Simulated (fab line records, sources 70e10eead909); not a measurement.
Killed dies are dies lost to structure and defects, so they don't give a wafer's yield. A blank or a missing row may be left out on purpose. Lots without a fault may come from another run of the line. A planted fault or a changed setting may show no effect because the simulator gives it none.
fab line records | flow nand_harc
record lots=24 wafers=72 last_day=24
route steps=1159 shown A_STAIRCASE@710 A_SGD_CUT@776 A_SLIT@792
lots that met no fault: from a run of the same line without faults
start_h: hours from the record's first day to the start of the lot's first wafer shown | wait_h: hours since the lot's step before | " the same as in the row above | L1.1+2: a row that stands for several wafers | - no value, or no start given | * or withheld: withheld | < > ~ a bound
route shown NAME@n: a module of which the file shows steps, and the number in the route of the first | usual: mean/standard deviation of fault-free wafers | same: alike in all rows | chamber/n: place in a boat | sites: the reading at each site | _std_site: their standard deviation | _edge_site: outer sites' mean less inner sites' | radius_mm: how far each site lies from the wafer's centre | mask NAME#n: copy n | behind: the tool/chamber that last shaped the wafer | hold: why the lot was held/for how many hours/how that ended | device: the transistor (n, p or np) that didn't switch | end of line: the same wafers' tests at the end of the route | a step without rows: its recipe alone | killed: dies lost to structure and defects at the first sort, not the wafer's yield | map: a wafer's dies, x killed, . not, _ none there
set.NAME: the setting as run; set.NAME@STEP: as run at that earlier step | model.NAME: the simulator's own value behind a step, which no gauge read
steps of the route over a sample of lots; a table a step, a row a wafer
services: from which hour (start_h, from the record's first day; less than 0 if before it) a tool's chamber was out of use, for how many hours, and why
## steps
# step NHARC_A_STAIRCASE_DEP_322
# recipe target_thk_a=38000 temp_c=400 target_thk_nm=3800 teos_flow_sccm=200 rf_w=500 material=SiO2
# usual heater_power_w=682/73 mfc_precursor_sccm=200.0/0.56
# columns lot.wafer tool chamber start_h wait_h heater_power_w mfc_precursor_sccm
L074.1 pecvd-03 1 278.82 0.2 731 199.1
L074.3 " 2 " " 753 199.2
L074.5 " 0 " " 714 199.3
L075.2 pecvd-03 2 291.12 0.1 845 200.2
L075.1 " 0 " " 872 199.3
L075.3 " 1 " " 647 199.5
L076.2 pecvd-01 0 291.22 0.2 619 199.8
L076.3 " 1 " " 848 200.9
L076.4 " 0 " " 612 200.6
L077.1 pecvd-01 0 304.60 0.2 644 199.2
L077.6 " 2 " " 618 200.0
L077.5 " 1 " " 689 199.9
L078.4 pecvd-02 0 304.79 0.4 601 199.3
L078.5 " 1 " " 599 199.6
L078.6 " 2 " " 584 200.2
L079.3 pecvd-01 0 312.43 0.1 717 200.4
L079.2 " 1 " " 699 200.3
L079.1 " 2 " " 699 199.2
L081.1 pecvd-01 0 318.76 0.1 699 200.1
L081.3 " 1 " " 704 199.5
L081.4 " 1 " " 672 200.0
L080.1 pecvd-03 2 318.84 0.2 848 200.4
L080.5 " 1 " " 648 200.1
L080.4 " 2 " " 728 199.6
L082.3 pecvd-02 0 333.41 0.1 653 199.8
L082.6 " 0 " " 595 199.6
L082.4 " 1 " " 578 199.8
L083.3 pecvd-01 2 333.65 0.3 649 199.8
L083.4 " 1 " " 677 199.9
L083.6 " 2 " " 618 200.5
L084.1 pecvd-03 2 368.81 0.2 769 199.5
L084.6 " 2 " " 722 199.8
L084.5 " 0 " " 693 200.2
L085.2 pecvd-02 0 368.96 0.3 655 199.5
L085.6 " 2 " " 628 201.6
L085.4 " 0 " " 598 199.5
L087.3 pecvd-01 0 369.04 0.4 672 199.9
L087.5 " 1 " " 675 200.3
L087.4 " 2 " " 615 199.0
L090.1 pecvd-02 1 375.55 0.1 676 200.0
L090.2 " 2 " " 733 200.0
L090.6 " 2 " " 637 199.9
L086.1 pecvd-01 1 375.64 0.2 703 200.0
L086.6 " 0 " " 598 200.5
L086.4 " 2 " " 606 200.8
L088.2 pecvd-03 0 376.21 0.8 830 199.7
L088.6 " 2 " " 744 199.9
L088.4 " 0 " " 701 199.5
L091.1 pecvd-02 2 383.20 0.1 774 199.4
L091.6 " 0 " " 597 200.9
L091.5 " 1 " " 575 200.6
L089.2 pecvd-03 2 383.20 0.1 850 198.9
L089.1 " 0 " " 859 199.7
L089.4 " 0 " " 684 200.0
L093.2 pecvd-01 0 383.21 0.1 682 200.1
L093.1 " 1 " " 745 200.6
L093.3 " 2 " " 634 199.8
L092.3 pecvd-03 2 383.86 0.7 803 201.0
L092.2 " 0 " " 707 199.8
L092.4 " 0 " " 682 199.8
L094.1 pecvd-03 0 400.30 0.1 749 201.1
L094.2 " 2 " " 872 200.6
L094.6 " 1 " " 634 200.0
L095.1 pecvd-02 0 417.40 0.1 675 199.4
L095.3 " 1 " " 614 199.9
L095.2 " 2 " " 789 198.9
L097.3 pecvd-01 2 417.40 0.1 690 200.4
L097.4 " 2 " " 616 200.3
L097.6 " 1 " " 673 200.5
L096.2 pecvd-03 2 417.68 0.3 806 199.5
L096.6 " 1 " " 644 199.4
L096.5 " 0 " " 691 199.8
# step NHARC_A_STAIRCASE_STRIP_475
# recipe time_s=20 o2_flow_sccm=500 ar_flow_sccm=0 bias_w=0 chemistry=O2
# usual drypump_motor_current_A=5.8/0.49 o2_flow_sccm=500.2/1.3 oes_product_au=1.001/0.0079 rf_vpp_V=57.6/0.89 showerhead_plenum_p_Torr=3.49/0.14 throttle_valve_pct=17.036/0.0093
# columns lot.wafer tool chamber start_h wait_h drypump_motor_current_A o2_flow_sccm oes_product_au rf_hours_counter_h rf_vpp_V showerhead_plenum_p_Torr throttle_valve_pct
L074.3 rie_diel-01 1 - - 5.1 501.3 0.994 57 57.6 3.69 17.025
L074.1 " 3 " " 5.6 499.6 0.996 55 57.1 3.55 17.021
L074.5 " 1 " " 5.1 501.5 0.994 - 58.5 3.69 17.043
L076.2 rie_diel-13 0 - - 5.4 501.1 1.007 7 56.9 3.41 17.050
L076.3 " 1 " " 6.4 498.5 1.005 8 55.1 3.29 17.039
L076.4 " 2 " " 6.3 500.3 1.023 9 58.0 3.45 17.042
L075.1 rie_diel-01 3 - - 5.7 498.4 0.993 58 57.1 3.54 17.045
L075.3 " 0 " " 6.2 500.1 0.995 57 57.7 3.62 17.025
L075.2 " 1 " " 5.1 497.7 0.988 60 57.8 3.69 17.030
L077.1 rie_diel-08 1 - - 5.8 500.9 1.000 4 59.0 3.43 17.036
L077.5 " 2 " " 6.3 499.0 1.007 - 57.4 3.70 17.041
L077.6 " 3 " " 5.0 502.9 1.010 - 57.2 3.36 17.044
L078.4 rie_diel-01 2 - - 6.3 501.4 1.005 0 58.1 3.46 17.025
L078.6 " 3 " " 5.7 501.3 0.992 - 57.1 3.54 17.040
L078.5 " 0 " " 6.2 499.3 0.998 - 57.2 3.62 17.032
L079.1 rie_diel-08 0 334.61 0.2 5.6 500.0 1.009 11 58.0 3.59 17.026
L079.2 " 1 " " 5.7 500.9 0.992 11 58.7 3.42 17.033
L079.3 " 2 " " 6.3 499.8 1.003 12 58.2 3.70 17.037
L080.1 rie_diel-01 1 - - 5.1 498.1 0.998 8 58.1 3.69 17.044
L080.4 " 3 " " 5.7 501.9 0.999 11 57.8 3.54 17.032
L080.5 " 2 " " 6.3 502.0 0.990 - 56.9 3.46 17.045
L081.3 rie_diel-01 1 - - 5.1 500.6 0.986 8 57.4 3.69 17.046
L081.4 " 2 " " 6.3 499.6 0.996 11 56.7 3.46 17.045
L081.1 " 3 " " 5.7 500.4 1.001 11 57.4 3.54 17.023
L082.3 rie_diel-01 0 - - 6.2 499.4 1.004 16 56.7 3.61 17.014
L082.4 " 1 " " 5.1 499.0 1.005 14 56.3 3.69 17.037
L082.6 " 0 " " 6.2 500.5 1.005 - 58.1 3.61 17.019
L083.3 rie_diel-08 0 - - 5.6 501.0 1.020 19 58.3 3.58 17.048
L083.4 " 2 " " 6.3 500.9 0.994 22 58.5 3.69 17.043
L083.6 " 0 " " 5.6 499.0 1.016 - 59.1 3.58 17.034
L084.1 rie_diel-08 1 - - 5.7 501.8 0.980 29 56.9 3.41 17.034
L084.6 " 1 " " 5.7 500.1 0.987 - 56.6 3.41 17.053
L084.5 " 2 " " 6.3 498.1 0.997 - 57.8 3.69 17.039
L087.3 rie_diel-13 2 - - 6.3 500.3 1.015 38 56.7 3.43 17.037
L087.4 " 1 " " 6.4 499.7 1.010 38 56.4 3.27 17.035
L087.5 " 2 " " 6.3 500.4 1.011 - 57.5 3.43 17.031
L085.4 rie_diel-08 1 - - 5.7 501.7 0.999 29 58.0 3.41 17.035
L085.2 " 2 " " 6.3 501.2 1.009 29 56.5 3.69 17.032
L085.6 " 1 " " 5.7 501.5 0.992 - 57.4 3.41 17.023
L086.1 rie_diel-08 1 - - 5.7 501.0 0.998 31 58.3 3.41 17.029
L086.4 " 3 " " 5.0 499.8 0.995 24 57.4 3.35 17.044
L086.6 " 1 " " 5.7 500.7 0.993 - 57.1 3.41 17.046
L088.2 rie_diel-13 3 - - 5.4 498.6 1.005 42 56.8 3.27 17.039
L088.4 " 1 " " 6.4 499.9 1.000 42 57.4 3.27 17.022
L088.6 " 0 " " 5.4 498.2 0.996 - 57.6 3.39 17.035
L090.2 rie_diel-08 3 - - 5.0 500.7 1.002 25 56.7 3.35 17.033
L090.1 " 0 " " 5.6 501.8 1.016 33 58.5 3.57 17.023
L090.6 " 0 " " 5.6 499.2 1.012 - 57.7 3.57 17.028
L091.1 rie_diel-13 3 - - 5.3 499.2 0.995 44 57.5 3.27 17.042
L091.6 " 2 " " 6.3 499.6 1.010 - 58.2 3.43 17.035
L091.5 " 3 " " 5.3 499.0 1.000 - 56.7 3.27 17.038
L089.1 rie_diel-01 3 - - 5.7 500.8 0.994 32 57.5 3.53 17.035
L089.2 " 1 " " 5.1 499.2 1.000 30 57.2 3.68 17.045
L089.4 " 2 " " 6.3 499.1 1.008 34 57.9 3.44 17.050
L092.4 rie_diel-08 2 - - 6.3 499.7 1.009 32 58.0 3.69 17.048
L092.3 " 3 " " 5.0 498.8 1.003 26 57.6 3.35 17.020
L092.2 " 1 " " 5.7 501.7 0.995 34 56.2 3.41 17.027
L093.1 rie_diel-08 2 - - 6.3 500.2 1.004 32 58.1 3.69 17.048
L093.3 " 3 " " 5.0 497.8 0.999 26 57.0 3.35 17.031
L093.2 " 1 " " 5.7 500.2 0.986 34 58.0 3.41 17.037
L094.2 rie_diel-13 0 - - 5.4 501.7 0.996 48 58.7 3.38 17.037
L094.1 " 1 " " 6.5 501.0 1.004 47 56.5 3.27 17.039
L094.6 " 0 " " 5.4 501.3 1.001 - 58.5 3.38 17.042
L095.3 rie_diel-01 3 - - 5.7 500.4 1.011 42 57.8 3.52 17.035
L095.2 " 0 " " 6.2 500.5 1.001 41 57.1 3.60 17.015
L095.1 " 1 " " 5.1 502.7 1.000 39 57.3 3.67 17.023
L097.3 rie_diel-13 0 - - 5.4 500.0 1.006 53 57.2 3.38 17.041
L097.4 " 1 " " 6.5 499.4 1.004 53 56.0 3.27 17.051
L097.6 " 0 " " 5.4 501.4 1.001 - 57.8 3.38 17.029
L096.2 rie_diel-08 1 438.85 0.3 5.7 500.0 1.001 46 59.0 3.40 17.033
L096.5 " 2 " " 6.3 500.3 1.015 - 57.3 3.68 17.037
L096.6 " 3 " " 5.0 500.4 0.989 - 57.6 3.34 17.033
# step NHARC_A_SGD_CUT_ETCHBACK_24
# recipe target_depth_a=500 over_etch_frac=0.3 time_s=92.857 ion_energy_ev=120 ch3f_flow_sccm=50 o2_flow_sccm=30 ar_flow_sccm=200 rf_w=500 bias_w=100 chemistry=CH3F/O2
# usual drypump_motor_current_A=5.6/0.43 o2_flow_sccm=30.00/0.079 oes_product_au=0.97/0.035 rf_vpp_V=244.4/1.6 showerhead_plenum_p_Torr=2.45/0.1 throttle_valve_pct=20.663/0.0095
# columns lot.wafer tool chamber start_h wait_h drypump_motor_current_A o2_flow_sccm oes_product_au rf_hours_counter_h rf_vpp_V showerhead_plenum_p_Torr throttle_valve_pct
L075.1 rie_diel-09 0 323.51 0.1 5.4 29.98 0.99 6 246.3 2.53 20.667
L075.2 " 2 " " 5.7 30.03 1.00 6 243.9 2.61 20.666
L075.3 " 3 " " 5.5 29.92 1.00 6 242.2 2.33 20.670
L076.3 rie_diel-09 2 323.65 0.1 5.8 29.95 0.99 6 245.5 2.61 20.665
L076.2 " 3 " " 5.5 30.05 1.00 6 240.8 2.33 20.663
L076.4 " 0 " " 5.4 29.99 1.01 - 245.1 2.53 20.652
L074.1 rie_diel-02 3 323.70 0.2 4.8 29.94 1.00 11 245.0 2.47 20.656
L074.3 " 2 " " 5.4 30.14 1.00 11 243.4 2.38 20.665
L074.5 " 3 " " 4.7 30.05 1.00 - 244.0 2.47 20.662
L078.4 rie_diel-06 1 333.30 0.2 5.6 29.94 0.93 8 245.0 2.47 20.672
L078.6 " 0 " " 5.3 30.17 0.94 - 245.8 2.60 20.657
L078.5 " 1 " " 5.6 29.99 0.92 - 244.0 2.46 20.670
L077.1 rie_diel-09 2 333.30 0.1 5.8 30.04 0.93 7 245.4 2.61 20.678
L077.5 " 0 " " 5.4 29.97 0.93 - 246.1 2.53 20.651
L077.6 " 2 " " 5.8 29.99 0.92 - 245.7 2.61 20.646
L079.1 rie_diel-06 1 342.50 0.1 5.6 29.93 0.93 9 244.3 2.46 20.664
L079.2 " 2 " " 6.2 30.01 0.92 9 245.9 2.56 20.671
L079.3 " 0 " " 5.3 29.93 0.93 9 247.6 2.60 20.665
L081.1 rie_diel-06 1 350.07 0.2 5.6 29.97 0.93 10 244.0 2.46 20.662
L081.3 " 2 " " 6.2 30.03 0.92 10 245.7 2.56 20.654
L081.4 " 0 " " 5.3 30.12 0.94 10 243.9 2.60 20.660
L080.4 rie_diel-02 2 350.09 0.1 5.3 29.92 1.00 1 242.4 2.38 20.665
L080.1 " 3 " " 4.7 30.07 0.99 1 242.9 2.47 20.663
L080.5 " 2 " " 5.4 29.95 0.99 - 242.7 2.38 20.658
L083.3 rie_diel-06 0 366.91 0.1 5.3 29.95 1.00 11 245.5 2.60 20.681
L083.4 " 1 " " 5.6 30.06 1.00 - 244.1 2.46 20.662
L083.6 " 3 " " 6.4 29.98 0.99 - 242.7 2.30 20.674
L082.3 rie_diel-02 2 366.93 0.2 5.4 30.04 0.98 2 244.5 2.38 20.666
L082.4 " 0 " " 5.9 29.94 1.00 - 242.4 2.31 20.662
L082.6 " 3 " " 4.7 30.08 0.98 - 244.9 2.47 20.650
L084.1 rie_diel-09 1 401.03 0.1 5.6 30.06 1.01 7 243.3 2.44 20.662
L084.6 " 0 " " 5.4 29.95 1.00 - 244.8 2.53 20.667
L084.5 " 1 " " 5.6 29.95 1.00 - 245.5 2.44 20.664
L087.4 rie_diel-02 3 401.20 0.2 4.8 29.97 1.00 4 244.5 2.47 20.661
L087.3 " 0 " " 5.9 30.18 1.01 4 242.6 2.31 20.675
L087.5 " 2 " " 5.3 30.10 1.01 - 242.6 2.38 20.659
L085.4 rie_diel-06 1 401.32 0.1 5.6 30.05 0.99 12 243.9 2.46 20.660
L085.2 " 0 " " 5.3 29.97 0.92 14 247.6 2.60 20.660
L085.6 " 1 " " 5.6 29.91 0.99 - 244.9 2.46 20.685
L088.4 rie_diel-06 1 405.86 0.2 5.7 29.87 1.01 12 243.7 2.46 20.660
L088.2 " 2 " " 6.2 29.98 1.00 14 244.4 2.56 20.658
L088.6 " 2 " " 6.2 29.90 1.00 - 245.2 2.56 20.672
L090.2 rie_diel-02 2 405.87 0.1 5.4 29.95 1.00 6 242.4 2.38 20.664
L090.1 " 0 " " 5.9 30.08 1.00 5 242.5 2.31 20.671
L090.6 " 3 " " 4.8 29.95 1.00 - 245.8 2.47 20.674
L086.4 rie_diel-09 2 406.04 0.2 5.8 30.00 0.93 17 245.4 2.60 20.661
L086.1 " 3 " " 5.5 30.11 0.92 15 243.2 2.33 20.671
L086.6 " 1 " " 5.6 29.91 0.93 - 243.8 2.44 20.667
L089.4 rie_diel-02 2 411.49 0.1 5.4 29.83 0.93 6 243.2 2.38 20.666
L089.1 " 3 " " 4.7 29.94 0.93 5 244.0 2.47 20.640
L089.2 " 1 " " 5.7 30.00 0.92 4 244.3 2.45 20.669
L091.1 rie_diel-06 2 411.52 0.2 6.2 30.04 0.99 15 246.0 2.56 20.665
L091.6 " 0 " " 5.3 30.11 1.01 - 245.1 2.60 20.664
L091.5 " 1 " " 5.6 30.01 1.02 - 244.4 2.46 20.662
L093.3 rie_diel-09 3 411.54 0.2 5.5 29.95 0.96 16 243.1 2.33 20.672
L093.1 " 0 " " 5.4 30.00 0.97 16 246.1 2.53 20.671
L093.2 " 2 " " 5.8 30.11 0.97 17 245.7 2.60 20.662
L092.2 rie_diel-09 0 411.63 0.1 5.4 30.01 0.98 16 245.3 2.53 20.651
L092.3 " 1 " " 5.6 29.97 0.98 8 244.9 2.44 20.664
L092.4 " 3 " " 5.5 29.98 0.97 16 242.1 2.33 20.655
L094.1 rie_diel-09 3 427.42 0.1 5.5 30.04 1.00 18 242.3 2.33 20.673
L094.2 " 0 " " 5.4 30.05 1.00 18 244.7 2.52 20.668
L094.6 " 3 " " 5.5 30.03 1.00 - 242.7 2.33 20.665
L095.3 rie_diel-06 3 444.40 0.2 6.4 30.01 1.00 1 242.5 2.29 20.640
L095.1 " 0 " " 5.3 30.00 1.01 2 245.8 2.60 20.659
L095.2 " 1 " " 5.6 29.98 1.00 2 245.4 2.46 20.661
L096.2 rie_diel-02 0 444.41 0.2 5.9 30.15 1.00 7 243.4 2.31 20.664
L096.6 " 2 " " 5.4 29.90 1.01 - 244.1 2.38 20.660
L096.5 " 3 " " 4.8 30.02 1.01 - 243.5 2.47 20.658
L097.4 rie_diel-02 0 444.50 0.2 5.9 30.02 0.93 7 242.0 2.31 20.676
L097.3 " 1 " " 5.7 29.93 0.92 6 245.0 2.45 20.683
L097.6 " 2 " " 5.3 29.94 0.92 - 242.7 2.38 20.652
# step NHARC_A_SLIT_INSPECT_11
# usual raw_defect_count=21/9.8
# columns lot.wafer tool chamber start_h wait_h raw_defect_count
L075.1 defect_inspect-02 - 327.17 0.0 10
L075.2 " - " " 7
L075.3 " - " " 9
L076.2 defect_inspect-01 - 328.84 0.0 24
L076.3 " - " " 20
L076.4 " - " " 12
L074.1 defect_inspect-01 - 328.99 0.0 12
L074.3 " - " " 14
L074.5 " - " " 11
L078.4 defect_inspect-01 - 336.94 0.0 12
L078.5 " - " " 13
L078.6 " - " " 12
L077.1 defect_inspect-01 - 337.19 0.0 24
L077.5 " - " " 21
L077.6 " - " " 23
L079.1 defect_inspect-02 - 346.04 0.0 33
L079.2 " - " " 34
L079.3 " - " " 35
L081.1 defect_inspect-01 - 353.51 0.0 31
L081.3 " - " " 36
L081.4 " - " " 32
L080.1 defect_inspect-02 - 353.67 0.0 9
L080.4 " - " " 14
L080.5 " - " " 15
L082.3 defect_inspect-02 - 372.00 0.0 13
L082.4 " - " " 8
L082.6 " - " " 14
L083.3 defect_inspect-02 - 372.88 0.0 35
L083.4 " - " " 30
L083.6 " - " " 36
L084.1 defect_inspect-02 - 405.68 0.0 5
L084.5 " - " " 16
L084.6 " - " " 11
L087.3 defect_inspect-02 - 406.00 0.0 10
L087.4 " - " " 8
L087.5 " - " " 11
L085.2 defect_inspect-01 - 406.97 0.0 26
L085.4 " - " " 28
L085.6 " - " " 20
L088.2 defect_inspect-02 - 409.25 0.0 12
L088.4 " - " " 19
L088.6 " - " " 18
L090.1 defect_inspect-01 - 409.47 0.0 34
L090.2 " - " " 43
L090.6 " - " " 25
L086.1 defect_inspect-02 - 409.62 0.0 26
L086.4 " - " " 22
L086.6 " - " " 33
L089.1 defect_inspect-01 - 414.90 0.0 17
L089.2 " - " " 16
L089.4 " - " " 16
L091.1 defect_inspect-02 - 415.80 0.0 25
L091.5 " - " " 40
L091.6 " - " " 27
L092.2 defect_inspect-02 - 416.71 0.0 39
L092.3 " - " " 34
L092.4 " - " " 29
L093.1 defect_inspect-02 - 417.78 0.0 16
L093.2 " - " " 14
L093.3 " - " " 10
L094.1 defect_inspect-02 - 431.26 0.0 29
L094.2 " - " " 31
L094.6 " - " " 22
L095.1 defect_inspect-01 - 447.79 0.0 16
L095.2 " - " " 15
L095.3 " - " " 15
L096.2 defect_inspect-02 - 447.95 0.0 19
L096.5 " - " " 10
L096.6 " - " " 19
L097.3 defect_inspect-02 - 448.12 0.0 31
L097.4 " - " " 38
L097.6 " - " " 29
# step NHARC_A_SLIT_ETCH_17
# recipe bias_v=900 source_w=withheld pressure_mtorr=20 ar_flow_sccm=375 c4f8_flow_sccm=83.3 o2_flow_sccm=41.7 time_s=1687.5 target_depth_a=1.01e+05 chemistry=C4F8/O2/Ar
# usual drypump_motor_current_A=6.2/0.58 esc_clamp_current_uA=0.02146/0.00022 o2_flow_sccm=41.71/0.14 showerhead_plenum_p_Torr=3.76/0.11 throttle_valve_pct=32.046/0.0086
# columns lot.wafer tool chamber start_h wait_h drypump_motor_current_A esc_clamp_current_uA o2_flow_sccm rf_hours_counter_h showerhead_plenum_p_Torr throttle_valve_pct
L075.2 har_etch-02 1 329.52 - 6.7 0.0211 41.62 165 3.85 32.049
L075.1 " 0 " " 5.4 0.02156 41.81 165 3.85 32.039
L075.3 " 0 " " 5.4 0.02157 41.73 - 3.85 32.045
L076.2 har_etch-01 1 330.07 - 6.1 0.02157 41.54 3 3.80 32.049
L076.4 " 0 " " 6.7 0.02153 41.62 - 3.59 32.061
L076.3 " 1 " " 6.1 0.02146 41.58 - 3.80 32.038
L074.1 har_etch-02 0 331.21 - 5.4 0.02161 41.61 166 3.85 32.036
L074.3 " 0 " " 5.4 0.02157 41.68 - 3.85 32.050
L074.5 " 0 " " 5.4 0.0215 41.61 - 3.85 32.027
L078.4 har_etch-02 0 340.54 - 5.4 0.02156 41.93 - 3.84 32.044
L078.6 " 0 " " 5.4 0.02156 41.77 - 3.84 32.052
L078.5 " 1 " " 6.7 0.02108 41.62 - 3.84 32.049
L077.1 har_etch-02 1 341.73 - 6.7 0.02107 41.57 173 3.84 32.052
L077.5 " 1 " " 6.8 0.0211 41.47 - 3.84 32.051
L077.6 " 0 " " 5.4 0.02158 41.54 - 3.84 32.037
L079.1 har_etch-02 1 346.87 - 6.7 0.0211 41.85 175 3.84 32.051
L079.2 " 0 " " 5.4 0.02163 41.88 175 3.84 32.059
L079.3 " 1 " " 6.7 0.02107 41.78 - 3.84 32.044
L081.1 har_etch-01 1 354.49 - 6.1 0.02153 41.66 13 3.79 32.042
L081.4 " 1 " " 6.1 0.02157 41.85 - 3.79 32.040
L081.3 " 0 " " 6.7 0.02156 41.73 - 3.59 32.050
L080.1 har_etch-02 1 354.50 - 6.7 0.02112 41.95 176 3.84 32.043
L080.4 " 1 " " 6.7 0.02105 41.61 - 3.84 32.045
L080.5 " 1 " " 6.7 0.02113 41.96 - 3.84 32.052
L082.4 har_etch-02 0 376.62 - 5.4 0.02157 41.77 - 3.83 32.044
L082.3 " 1 " " 6.7 0.02113 41.82 - 3.83 32.050
L082.6 " 1 " " 6.8 0.02109 41.83 - 3.83 32.038
L083.3 har_etch-02 0 378.29 - 5.4 0.02163 41.70 - 3.83 32.050
L083.4 " 1 " " 6.7 0.0211 41.63 - 3.83 32.046
L083.6 " 1 " " 6.7 0.02112 41.49 - 3.83 32.060
L084.1 har_etch-01 0 409.56 - 6.7 0.02164 41.69 38 3.57 32.039
L084.5 " 1 " " 6.1 0.02158 41.47 - 3.78 32.064
L084.6 " 0 " " 6.7 0.0216 41.70 - 3.57 32.053
L087.4 har_etch-01 1 411.48 - 6.1 0.02162 41.88 - 3.78 32.052
L087.3 " 0 " " 6.7 0.02157 41.81 - 3.57 32.043
L087.5 " 1 " " 6.1 0.02159 41.86 - 3.78 32.064
L085.2 har_etch-01 1 412.67 - 6.1 0.02165 41.88 41 3.78 32.048
L085.4 " 1 " " 6.1 0.0216 41.77 - 3.78 32.049
L085.6 " 1 " " 6.1 0.02156 41.62 - 3.78 32.052
L088.2 har_etch-02 0 413.60 - 5.4 0.02159 41.99 208 3.82 32.059
L088.4 " 1 " " 6.8 0.02114 41.83 - 3.82 32.051
L088.6 " 1 " " 6.7 0.02113 41.83 - 3.82 32.054
L090.2 har_etch-01 0 414.37 - 6.7 0.02165 41.47 42 3.57 32.056
L090.1 " 1 " " 6.1 0.02152 41.69 42 3.78 32.051
L090.6 " 0 " " 6.7 0.02163 41.76 - 3.57 32.056
L086.1 har_etch-02 1 415.27 - 6.7 0.02116 41.56 210 3.82 32.038
L086.4 " 0 " " 5.4 0.02163 41.61 - 3.82 32.039
L086.6 " 0 " " 5.3 0.02156 41.57 - 3.82 32.042
L089.2 har_etch-01 1 416.06 - 6.1 0.02162 41.91 44 3.77 32.041
L089.1 " 0 " " 6.8 0.02166 41.77 44 3.57 32.055
L089.4 " 1 " " 6.0 0.0216 41.68 - 3.77 32.051
L091.1 har_etch-02 0 416.69 - 5.4 0.0216 41.67 211 3.82 32.030
L091.6 " 0 417.69 - 5.4 0.02159 41.40 - 3.82 32.044
L091.5 " 1 " " 6.8 0.02111 41.88 - 3.82 32.045
L092.2 har_etch-01 1 417.97 - 6.1 0.02159 41.88 45 3.77 32.051
L092.4 " 0 " " 6.7 0.02165 41.56 - 3.57 32.050
L092.3 " 1 " " 6.1 0.02154 41.78 - 3.77 32.057
L093.2 har_etch-02 0 418.76 - 5.4 0.02158 41.74 213 3.82 32.057
L093.1 " 1 " " 6.8 0.02114 41.79 213 3.82 32.051
L093.3 " 1 " " 6.7 0.02112 41.94 - 3.82 32.046
L094.1 har_etch-01 1 432.08 - 6.0 0.02157 41.63 47 3.77 32.052
L094.2 " 0 " " 6.7 0.02162 41.79 47 3.57 32.034
L094.6 " 0 433.34 - 6.7 0.02165 41.77 - 3.57 32.038
L095.1 har_etch-01 1 448.62 - 6.0 0.02154 41.66 48 3.77 32.047
L095.2 " 0 " " 6.7 0.0216 41.62 48 3.57 32.047
L095.3 " 0 " " 6.7 0.02157 41.66 - 3.57 32.061
L096.2 har_etch-02 1 449.18 - 6.7 0.02115 41.69 218 3.82 32.036
L096.6 " 0 " " 5.3 0.02159 41.81 - 3.82 32.056
L096.5 " 1 " " 6.7 0.02114 41.56 - 3.82 32.044
L097.3 har_etch-01 1 450.79 - 6.0 0.02164 41.58 - 3.77 32.036
L097.4 " 0 " " 6.7 0.02163 41.57 - 3.57 32.048
L097.6 " 0 " " 6.7 0.02157 41.65 - 3.57 32.050
# step NHARC_A_SLIT_CD_MEAS_21
# usual cd_nm=289.5/0.87
# columns lot.wafer tool chamber start_h wait_h cd_nm
L075.1 cd_sem-02 - 332.16 - 288.9
L075.2 " - " " 289.9
L075.3 " - " " 289.9
L076.2 cd_sem-02 - 332.44 - 288.0
L076.3 " - " " 288.8
L076.4 " - " " 288.6
L074.1 cd_sem-01 - 333.82 - 288.8
L074.3 " - " " 289.4
L074.5 " - " " 289.6
L078.4 cd_sem-02 - 342.70 - 290.3
L078.5 " - " " 289.4
L078.6 " - " " 290.6
L077.1 cd_sem-01 - 344.38 - 289.2
L077.5 " - " " 289.2
L077.6 " - " " 289.3
L079.1 cd_sem-01 - 349.49 - 290.2
L079.2 " - " " 291.1
L079.3 " - " " 290.6
L081.1 cd_sem-03 - 357.15 - 289.6
L081.3 " - " " 290.0
L081.4 " - " " 289.7
L080.1 cd_sem-02 - 357.16 - 289.8
L080.4 " - " " 290.3
L080.5 " - " " 289.9
L082.3 cd_sem-02 - 378.77 - 288.9
L082.4 " - " " 288.4
L082.6 " - " " 288.9
L083.3 cd_sem-01 - 380.51 - 289.5
L083.4 " - " " 289.5
L083.6 " - " " 289.6
L084.1 cd_sem-03 - 412.02 - 290.5
L084.5 " - " " 290.0
L084.6 " - " " 290.3
L087.3 cd_sem-03 - 413.71 - 288.5
L087.4 " - " " 288.1
L087.5 " - " " 288.3
L085.2 cd_sem-03 - 415.33 - 289.5
L085.4 " - " " 289.4
L085.6 " - " " 289.1
L088.2 cd_sem-03 - 416.08 - 288.1
L088.4 " - " " 287.8
L088.6 " - " " 288.6
L090.1 cd_sem-03 - 417.02 - 290.4
L090.2 " - " " 290.6
L090.6 " - " " 289.5
L086.1 cd_sem-03 - 417.64 - 287.1
L086.4 " - " " 287.3
L086.6 " - " " 287.9
L089.1 cd_sem-02 - 418.73 - 289.8
L089.2 " - " " 289.6
L089.4 " - " " 289.8
L091.1 cd_sem-02 - 419.33 - 289.3
L091.5 " - " " 289.3
L091.6 " - " " 289.6
L092.2 cd_sem-03 - 420.46 - 290.6
L092.3 " - " " 291.3
L092.4 " - " " 290.3
L093.1 cd_sem-02 - 421.43 - 290.5
L093.2 " - " " 290.4
L093.3 " - " " 289.7
L094.1 cd_sem-02 - 434.75 - 290.9
L094.2 " - " " 289.7
L094.6 " - " " 289.6
L095.1 cd_sem-01 - 451.27 - 289.2
L095.2 " - " " 289.1
L095.3 " - " " 289.3
L096.2 cd_sem-03 - 451.67 - 290.3
L096.5 " - " " 290.2
L096.6 " - " " 289.6
L097.3 cd_sem-01 - 452.95 - 290.0
L097.4 " - " " 289.8
L097.6 " - " " 289.7
## services
# columns tool chamber start_h hours kind
rie_diel-01 3 255.91 4.9 repair
rie_diel-13 2 260.54 17.9 repair
rie_diel-13 - 276.21 9.0 pm
pecvd-02 1 278.56 7.6 repair
rie_diel-09 1 282.73 58.0 repair
pecvd-03 - 292.15 13.0 pm
rie_diel-02 1 301.11 4.3 repair
rie_diel-08 - 302.16 9.0 pm
har_etch-01 - 305.00 17.0 pm
rie_diel-01 - 314.85 9.0 pm
rie_diel-02 - 327.70 9.0 pm
pecvd-03 - 328.43 0.9 repair
pecvd-03 - 356.19 0.5 repair
rie_diel-02 1 357.77 13.2 repair
rie_diel-06 2 360.88 18.3 repair
rie_diel-02 - 368.99 0.3 repair
rie_diel-09 0 371.80 11.9 repair
rie_diel-02 1 379.14 6.9 repair
rie_diel-06 1 382.57 17.6 repair
rie_diel-02 3 386.03 2.5 repair
rie_diel-06 - 418.20 9.0 pm
pecvd-01 - 418.35 13.0 pm
rie_diel-09 - 431.12 9.0 pm
rie_diel-08 0 436.60 20.0 repair
## key
fault none
